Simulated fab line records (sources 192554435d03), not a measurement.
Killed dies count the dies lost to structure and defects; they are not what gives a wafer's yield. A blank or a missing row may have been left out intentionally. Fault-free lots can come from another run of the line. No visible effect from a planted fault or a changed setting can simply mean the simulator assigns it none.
Split-lot trial :: flow n5 finfet :: 7 lots, 39 wafers read, on a route of 1938 steps

THE SPLIT
At N5_MOL_CONTACT_COAG_ETCH_106 (etches SOC in N2/H2, target depth 80 nm, overetch 16 nm, time 120 s), the setting target depth a was moved away from the recipe's 800 angstrom on 15 of the 39 wafers read, by -12.7% to +11.4%. This setting was run at the recipe's value on the other wafers.

The split's own step is where the reading is taken.

THE READING
SiARC_of_MOL_CONTACT_COAG_COAT_104.thk nm (the simulator's own value, which no gauge read), in nm, at N5_MOL_CONTACT_COAG_ETCH_106 (etches SOC in N2/H2, target depth 80 nm, overetch 16 nm, time 120 s). The file does not state a usual value for it. Across the 24 wafers here that went through the recipe, the average is 6.3 nm and the standard deviation 0.097 nm.

wafer: L074.1
tool, chamber at the split: rie diel-05, 1,3
target depth a as run, angstrom: 698.3
against the recipe: -12.7%
SiARC_of_MOL_CONTACT_COAG_COAT_104.thk nm, nm: 7
against lot-mates on the recipe: +0.7

wafer: L074.4
tool, chamber at the split: rie diel-05, 1,3
target depth a as run, angstrom: 698.3
against the recipe: -12.7%
SiARC_of_MOL_CONTACT_COAG_COAT_104.thk nm, nm: 7
against lot-mates on the recipe: +0.7

wafer: L074.2
tool, chamber at the split: rie diel-05, 2
target depth a as run, angstrom: 800
against the recipe: recipe
SiARC_of_MOL_CONTACT_COAG_COAT_104.thk nm, nm: 6.2
against lot-mates on the recipe: -

wafer: L074.3
tool, chamber at the split: rie diel-05, 0,2
target depth a as run, angstrom: 800
against the recipe: recipe
SiARC_of_MOL_CONTACT_COAG_COAT_104.thk nm, nm: 6.4
against lot-mates on the recipe: -

wafer: L074.5
tool, chamber at the split: rie diel-05, 0,2
target depth a as run, angstrom: 800
against the recipe: recipe
SiARC_of_MOL_CONTACT_COAG_COAT_104.thk nm, nm: 6.4
against lot-mates on the recipe: -

wafer: L074.6
tool, chamber at the split: rie diel-05, 1
target depth a as run, angstrom: 698.3
against the recipe: -12.7%
SiARC_of_MOL_CONTACT_COAG_COAT_104.thk nm, nm: 6.8
against lot-mates on the recipe: +0.5

wafer: L076.1
tool, chamber at the split: rie diel-04, 2
target depth a as run, angstrom: 800
against the recipe: recipe
SiARC_of_MOL_CONTACT_COAG_COAT_104.thk nm, nm: 6.2
against lot-mates on the recipe: -

wafer: L076.5
tool, chamber at the split: rie diel-04, 2
target depth a as run, angstrom: 800
against the recipe: recipe
SiARC_of_MOL_CONTACT_COAG_COAT_104.thk nm, nm: 6.2
against lot-mates on the recipe: -

wafer: L076.2
tool, chamber at the split: rie diel-04, 3,1,0,1
target depth a as run, angstrom: 800
against the recipe: recipe
SiARC_of_MOL_CONTACT_COAG_COAT_104.thk nm, nm: 6.4
against lot-mates on the recipe: -

wafer: L076.3
tool, chamber at the split: rie diel-04, 3,1,0,1
target depth a as run, angstrom: 800
against the recipe: recipe
SiARC_of_MOL_CONTACT_COAG_COAT_104.thk nm, nm: 6.4
against lot-mates on the recipe: -

wafer: L076.4
tool, chamber at the split: rie diel-04, 3,1,0,1
target depth a as run, angstrom: 800
against the recipe: recipe
SiARC_of_MOL_CONTACT_COAG_COAT_104.thk nm, nm: 6.4
against lot-mates on the recipe: -

wafer: L076.6
tool, chamber at the split: rie diel-04, 3,1,0,1
target depth a as run, angstrom: 800
against the recipe: recipe
SiARC_of_MOL_CONTACT_COAG_COAT_104.thk nm, nm: 6.4
against lot-mates on the recipe: -

wafer: L079.1
tool, chamber at the split: rie diel-05, 3,2,0
target depth a as run, angstrom: 768.2
against the recipe: -4.0%
SiARC_of_MOL_CONTACT_COAG_COAT_104.thk nm, nm: 6.6
against lot-mates on the recipe: +0.2

wafer: L079.2
tool, chamber at the split: rie diel-05, 3,2,0
target depth a as run, angstrom: 768.2
against the recipe: -4.0%
SiARC_of_MOL_CONTACT_COAG_COAT_104.thk nm, nm: 6.6
against lot-mates on the recipe: +0.2

wafer: L079.4
tool, chamber at the split: rie diel-05, 3,2,0
target depth a as run, angstrom: 768.2
against the recipe: -4.0%
SiARC_of_MOL_CONTACT_COAG_COAT_104.thk nm, nm: 6.6
against lot-mates on the recipe: +0.2

wafer: L079.3
tool, chamber at the split: rie diel-05, 1,2,1
target depth a as run, angstrom: 800
against the recipe: recipe
SiARC_of_MOL_CONTACT_COAG_COAT_104.thk nm, nm: 6.4
against lot-mates on the recipe: -

wafer: L079.5
tool, chamber at the split: rie diel-05, 1,2,1
target depth a as run, angstrom: 800
against the recipe: recipe
SiARC_of_MOL_CONTACT_COAG_COAT_104.thk nm, nm: 6.4
against lot-mates on the recipe: -

wafer: L079.6
tool, chamber at the split: rie diel-05, 1,2,1
target depth a as run, angstrom: 800
against the recipe: recipe
SiARC_of_MOL_CONTACT_COAG_COAT_104.thk nm, nm: 6.4
against lot-mates on the recipe: -

wafer: L081.1
tool, chamber at the split: rie diel-02, 1,3
target depth a as run, angstrom: 800
against the recipe: recipe
SiARC_of_MOL_CONTACT_COAG_COAT_104.thk nm, nm: 6.2
against lot-mates on the recipe: -

wafer: L081.3
tool, chamber at the split: rie diel-02, 1,3
target depth a as run, angstrom: 800
against the recipe: recipe
SiARC_of_MOL_CONTACT_COAG_COAT_104.thk nm, nm: 6.2
against lot-mates on the recipe: -

wafer: L081.5
tool, chamber at the split: rie diel-02, 0
target depth a as run, angstrom: 800
against the recipe: recipe
SiARC_of_MOL_CONTACT_COAG_COAT_104.thk nm, nm: 6.4
against lot-mates on the recipe: -

wafer: L082.1
tool, chamber at the split: rie diel-02, 2,0
target depth a as run, angstrom: 800
against the recipe: recipe
SiARC_of_MOL_CONTACT_COAG_COAT_104.thk nm, nm: 6.4
against lot-mates on the recipe: -

wafer: L082.5
tool, chamber at the split: rie diel-02, 2,0
target depth a as run, angstrom: 800
against the recipe: recipe
SiARC_of_MOL_CONTACT_COAG_COAT_104.thk nm, nm: 6.4
against lot-mates on the recipe: -

wafer: L082.2
tool, chamber at the split: rie diel-02, 3,0,1
target depth a as run, angstrom: 887.3
against the recipe: +10.9%
SiARC_of_MOL_CONTACT_COAG_COAT_104.thk nm, nm: 5.8
against lot-mates on the recipe: -0.5

wafer: L082.3
tool, chamber at the split: rie diel-02, 3,0,1
target depth a as run, angstrom: 887.3
against the recipe: +10.9%
SiARC_of_MOL_CONTACT_COAG_COAT_104.thk nm, nm: 5.8
against lot-mates on the recipe: -0.5

wafer: L082.6
tool, chamber at the split: rie diel-02, 3,0,1
target depth a as run, angstrom: 887.3
against the recipe: +10.9%
SiARC_of_MOL_CONTACT_COAG_COAT_104.thk nm, nm: 5.8
against lot-mates on the recipe: -0.5

wafer: L082.4
tool, chamber at the split: rie diel-02, 1
target depth a as run, angstrom: 800
against the recipe: recipe
SiARC_of_MOL_CONTACT_COAG_COAT_104.thk nm, nm: 6.2
against lot-mates on the recipe: -

wafer: L083.1
tool, chamber at the split: rie diel-02, 0
target depth a as run, angstrom: 800
against the recipe: recipe
SiARC_of_MOL_CONTACT_COAG_COAT_104.thk nm, nm: 6.4
against lot-mates on the recipe: -

wafer: L083.2
tool, chamber at the split: rie diel-02, 1,2,2
target depth a as run, angstrom: 891.5
against the recipe: +11.4%
SiARC_of_MOL_CONTACT_COAG_COAT_104.thk nm, nm: 5.6
against lot-mates on the recipe: -0.7

wafer: L083.3
tool, chamber at the split: rie diel-02, 1,2,2
target depth a as run, angstrom: 891.5
against the recipe: +11.4%
SiARC_of_MOL_CONTACT_COAG_COAT_104.thk nm, nm: 5.6
against lot-mates on the recipe: -0.7

wafer: L083.6
tool, chamber at the split: rie diel-02, 1,2,2
target depth a as run, angstrom: 891.5
against the recipe: +11.4%
SiARC_of_MOL_CONTACT_COAG_COAT_104.thk nm, nm: 5.6
against lot-mates on the recipe: -0.7

wafer: L083.4
tool, chamber at the split: rie diel-02, 3,1
target depth a as run, angstrom: 800
against the recipe: recipe
SiARC_of_MOL_CONTACT_COAG_COAT_104.thk nm, nm: 6.2
against lot-mates on the recipe: -

wafer: L083.5
tool, chamber at the split: rie diel-02, 3,1
target depth a as run, angstrom: 800
against the recipe: recipe
SiARC_of_MOL_CONTACT_COAG_COAT_104.thk nm, nm: 6.2
against lot-mates on the recipe: -

wafer: L096.1
tool, chamber at the split: rie diel-05, 3,0
target depth a as run, angstrom: 800
against the recipe: recipe
SiARC_of_MOL_CONTACT_COAG_COAT_104.thk nm, nm: 6.4
against lot-mates on the recipe: -

wafer: L096.4
tool, chamber at the split: rie diel-05, 3,0
target depth a as run, angstrom: 800
against the recipe: recipe
SiARC_of_MOL_CONTACT_COAG_COAT_104.thk nm, nm: 6.4
against lot-mates on the recipe: -

wafer: L096.2
tool, chamber at the split: rie diel-05, 2,1,2
target depth a as run, angstrom: 874.9
against the recipe: +9.4%
SiARC_of_MOL_CONTACT_COAG_COAT_104.thk nm, nm: 5.8
against lot-mates on the recipe: -0.5

wafer: L096.3
tool, chamber at the split: rie diel-05, 2,1,2
target depth a as run, angstrom: 874.9
against the recipe: +9.4%
SiARC_of_MOL_CONTACT_COAG_COAT_104.thk nm, nm: 5.8
against lot-mates on the recipe: -0.5

wafer: L096.6
tool, chamber at the split: rie diel-05, 2,1,2
target depth a as run, angstrom: 874.9
against the recipe: +9.4%
SiARC_of_MOL_CONTACT_COAG_COAT_104.thk nm, nm: 5.8
against lot-mates on the recipe: -0.5

wafer: L096.5
tool, chamber at the split: rie diel-05, 1
target depth a as run, angstrom: 800
against the recipe: recipe
SiARC_of_MOL_CONTACT_COAG_COAT_104.thk nm, nm: 6.2
against lot-mates on the recipe: -
Where a row lists several chambers, the file gives one row for several wafers and doesn't say which wafer went through which chamber.

THE FIT
A straight line over all 39 wafers: SiARC_of_MOL_CONTACT_COAG_COAT_104.thk nm changes by -0.0537 nm for each +1% of target depth a; r = -0.96; the points scatter about the line by 0.094 nm.
The same after taking each lot's own level away (the mean of its wafers on the recipe; 39 wafers): -0.0518 nm for each +1%; r = -0.97; scatter 0.081 nm.
Per that fit: largest target depth a move, reading shift of 0.66 nm.
Measured against the standard deviation above, the lots' own levels, which go from 6.27 to 6.40 nm, span 1.4 times it.
Consequently the slope shifts little with the lot-to-lot level, the two slopes agreeing.
Check: for one of the wafers moved furthest among these (-12.7%), held out of the fit, the line's prediction against its lot-mates is +0.643 nm. Against them it came out at +0.667 nm.

OTHER SPLITS ON THESE WAFERS
Note: prior to the reading, these wafers also went through further splits. Each is held against what the fit with the lots' levels taken away leaves over:
other split on the same wafers: N5_DUMMY_GATE_ETCH_37 source w
wafers away from the commonest value: 12
r with SiARC_of_MOL_CONTACT_COAG_COAT_104.thk nm (lot level and that fit taken away): -0.13

other split on the same wafers: N5_DUMMY_GATE_ETCH_31 target depth a
wafers away from the commonest value: 12
r with SiARC_of_MOL_CONTACT_COAG_COAT_104.thk nm (lot level and that fit taken away): +0.23

other split on the same wafers: N5_HKMG_FIN_ETCH_54 source w
wafers away from the commonest value: 9
r with SiARC_of_MOL_CONTACT_COAG_COAT_104.thk nm (lot level and that fit taken away): +0.05

other split on the same wafers: N5_GATE_CUT_CUT_ETCH_53 icp w
wafers away from the commonest value: 12
r with SiARC_of_MOL_CONTACT_COAG_COAT_104.thk nm (lot level and that fit taken away): -0.28

FILE'S OWN FIT
SiARC_of_MOL_CONTACT_COAG_COAT_104.thk nm changes by -0.0522 nm for each +1% of target depth a, r = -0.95.
